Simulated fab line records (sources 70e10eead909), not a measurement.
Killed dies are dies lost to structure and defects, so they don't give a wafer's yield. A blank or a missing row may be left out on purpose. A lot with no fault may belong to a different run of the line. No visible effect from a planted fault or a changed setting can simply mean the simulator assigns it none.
Tool commonality check ; flow nand_harc ; 16 lots, 60 wafers sampled

== THE REASON FOR OPENING IT ==
At NHARC_A_M0_CD_MEAS_09 the reading cd_nm is flagged on 4 of 16 lots. Fault-free wafers read 80.0 nm, with a standard deviation of 0.61.
Rule: a lot gets a flag if all its wafers with a number sit over 4 standard deviations from that mean, or if no wafer of it has a number. All remaining lots are regarded as sound.

lot;measured;on;cd_nm (nm), wafer by wafer;flag
L325;day 17 07:41;cd_sem-01;79.8 79.7 79.8;
L328;day 17 16:03;cd_sem-02;79.7 79.3 79.0;
L327;day 17 19:21;cd_sem-03;79.8 79.3 79.7;
L326;day 18 02:20;cd_sem-02;80.1 79.8 79.3;
L332;day 19 11:04;cd_sem-03;81.4 80.4 81.4;
L334;day 19 18:02;cd_sem-03;80.2 79.4 79.9;
L336;day 20 04:43;cd_sem-03;79.6 80.0 80.3;
L337;day 20 22:56;cd_sem-01;97.9 98.6 97.9 98.5 98.8 97.8;FLAGGED
L342;day 21 16:32;cd_sem-01;79.9 80.4 80.7;
L340;day 21 22:38;cd_sem-02;94.4 93.7 93.9 94.4 94.0 93.6;FLAGGED
L339;day 22 02:32;cd_sem-02;92.8 93.0 93.6 93.0 93.1 93.3;FLAGGED
L344;day 22 03:13;cd_sem-01;79.8 79.9 79.3;
L341;day 22 05:25;cd_sem-01;93.2 93.0 92.9 93.4 93.0 92.8;FLAGGED
L345;day 22 16:47;cd_sem-01;80.1 79.3 79.4;
L346;day 22 17:19;cd_sem-01;78.4 78.7 79.5;
L348;day 23 16:06;cd_sem-03;80.5 80.1 80.1;
The mean of the flagged lots' numbers is 94.6 nm, +14.6 nm from the usual (+24 standard deviations).

== LOT BY LOT: THE TOOL USED ==
Before the reading, the record contains 4 process steps out of a 1159-step route. Read each cell as the tool, then ch plus the chambers that the sampled wafers visited, then the start.
lot;flag;NHARC_A_CONTACT_STRIP_26;NHARC_A_CONTACT_CMP_20;NHARC_A_BLC_DEGAS_30;NHARC_A_M0_EXPOSE_06
L325;;rie_diel-01 ch 0,1,2, day 16 21:39 or earlier;cmp-01 ch 0,3, day 16 21:39;pvd_sputter-01, day 17 01:02;arfi_scanner-03 ch 0, day 17 07:33
L328;;rie_diel-04 ch 1,3, day 17 11:11 or earlier;cmp-01 ch 0,1, day 17 11:11;pvd_sputter-03, day 17 13:53;arfi_scanner-01 ch 0, day 17 15:55
L327;;rie_diel-01 ch 0,1,2, day 17 12:00 or earlier;cmp-04 ch 0,1,2, day 17 12:00;pvd_sputter-03, day 17 14:41;arfi_scanner-01 ch 0, day 17 19:13
L326;;rie_diel-01 ch 0,1,2, day 17 18:54 or earlier;cmp-03 ch 0,1,3, day 17 18:54;pvd_sputter-03, day 17 21:35;arfi_scanner-03 ch 0, day 18 02:12
L332;;rie_diel-01 ch 0,1,3, day 19 03:52 or earlier;cmp-04 ch 0,1,2, day 19 03:52;pvd_sputter-02, day 19 06:31;arfi_scanner-03 ch 0, day 19 10:55
L334;;rie_diel-03 ch 1,3, day 19 10:39 or earlier;cmp-04 ch 0,3, day 19 10:39;pvd_sputter-01, day 19 13:20;arfi_scanner-01 ch 0, day 19 17:53
L336;;rie_diel-01 ch 0,2, day 19 19:47 or earlier;cmp-01 ch 0,2,3, day 19 19:47;pvd_sputter-03, day 19 22:19;arfi_scanner-03 ch 0, day 20 04:34
L337;FLAGGED;rie_diel-03 ch 0,2,3, day 20 16:01 or earlier;cmp-03 ch 2,3, day 20 16:01;pvd_sputter-02, day 20 18:40;arfi_scanner-03 ch 0, day 20 22:48
L342;;rie_diel-03 ch 0,1, day 21 08:23 or earlier;cmp-03 ch 0,2, day 21 08:23;pvd_sputter-02, day 21 11:13;arfi_scanner-01 ch 0, day 21 16:23
L340;FLAGGED;rie_diel-01 ch 0,1,3, day 21 14:17 or earlier;cmp-01 ch 0,1,3, day 21 14:17;pvd_sputter-01, day 21 17:07;arfi_scanner-03 ch 0, day 21 22:29
L339;FLAGGED;rie_diel-04 ch 0,1, day 21 20:07 or earlier;cmp-03 ch 1,2, day 21 20:07;pvd_sputter-01, day 21 22:39;arfi_scanner-03 ch 0, day 22 02:24
L344;;rie_diel-03 ch 1,3, day 21 20:50 or earlier;cmp-01 ch 1,2,3, day 21 20:50;pvd_sputter-02, day 21 23:41;arfi_scanner-01 ch 0, day 22 03:04
L341;FLAGGED;rie_diel-04 ch 0,1,2, day 22 00:26 or earlier;cmp-04 ch 0,3, day 22 00:26;pvd_sputter-01, day 22 03:07;arfi_scanner-03 ch 0, day 22 05:16
L345;;rie_diel-01 ch 0,1,2, day 22 09:33 or earlier;cmp-03 ch 1,2,3, day 22 09:33;pvd_sputter-03, day 22 12:13;arfi_scanner-02 ch 0, day 22 16:39
L346;;rie_diel-01 ch 0,1,3, day 22 10:48 or earlier;cmp-03 ch 0,2,3, day 22 10:48;pvd_sputter-03, day 22 13:22;arfi_scanner-02 ch 0, day 22 17:10
L348;;rie_diel-01 ch 0,1,3, day 23 11:05 or earlier;cmp-01 ch 2,3, day 23 11:05;pvd_sputter-02, day 23 13:45;arfi_scanner-02 ch 0, day 23 15:58
These steps, and what they do:
- NHARC_A_CONTACT_STRIP_26: strips in O2.
- NHARC_A_CONTACT_CMP_20: polishes, t overpolish 30 s, target thk 300 nm.
- NHARC_A_BLC_DEGAS_30: time 60 s.
- NHARC_A_M0_EXPOSE_06: exposes mask A M0, target cd 80 nm.
- NHARC_A_M0_CD_MEAS_09: target cd 80 nm.

== FLAGGED OVER TOTAL, TOOL BY TOOL (the gauges that took the reading come last) ==
step;tool;lots run;flagged;share of the flagged lots;sound lots run after its first flagged lot
NHARC_A_CONTACT_STRIP_26;rie_diel-01;9;1;some;3 (L345,L346,L348)
NHARC_A_CONTACT_STRIP_26;rie_diel-03;4;1;some;2 (L342,L344)
NHARC_A_CONTACT_STRIP_26;rie_diel-04;3;2;some;0
NHARC_A_CONTACT_CMP_20;cmp-01;6;1;some;2 (L344,L348)
NHARC_A_CONTACT_CMP_20;cmp-03;6;2;some;3 (L342,L345,L346)
NHARC_A_CONTACT_CMP_20;cmp-04;4;1;some;0
NHARC_A_BLC_DEGAS_30;pvd_sputter-01;5;3;some;0
NHARC_A_BLC_DEGAS_30;pvd_sputter-02;5;1;some;3 (L342,L344,L348)
NHARC_A_BLC_DEGAS_30;pvd_sputter-03;6;0;none;-
NHARC_A_M0_EXPOSE_06;arfi_scanner-01;5;0;none;-
NHARC_A_M0_EXPOSE_06;arfi_scanner-02;3;0;none;-
NHARC_A_M0_EXPOSE_06;arfi_scanner-03;8;4;all;0
NHARC_A_M0_CD_MEAS_09;cd_sem-01;7;2;some;4 (L342,L344,L345,L346)
NHARC_A_M0_CD_MEAS_09;cd_sem-02;4;2;some;0
NHARC_A_M0_CD_MEAS_09;cd_sem-03;5;0;none;-
NHARC_A_CONTACT_STRIP_26 gives no start for some lots, so the hours and the order of its lots are those of NHARC_A_CONTACT_CMP_20.

== WHAT THE TABLE PERMITS ==
Rows of the table that ran each flagged lot: 1, that is arfi_scanner-03 at NHARC_A_M0_EXPOSE_06.
- arfi_scanner-03 at NHARC_A_M0_EXPOSE_06: 4 of its 8 lots flagged. Last sound lot L336 at day 20 04:34, first flagged lot L337 at day 20 22:48; a fault beginning in between fits. Its own readings lie more than 4 standard deviations out on every wafer of the flagged lots: exposure_dose_mJ_cm2.
One tool is left: arfi_scanner-03 at NHARC_A_M0_EXPOSE_06.

== WHAT THE SIMULATOR PUT IN ==
Process parameters drifting: arfi_scanner-03 at NHARC_A_M0_EXPOSE_06, beginning at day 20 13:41. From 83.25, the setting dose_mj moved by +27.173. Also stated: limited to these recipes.
Shown lots that were struck: L337, L340, L339, L341. The rule above reached the same finding.
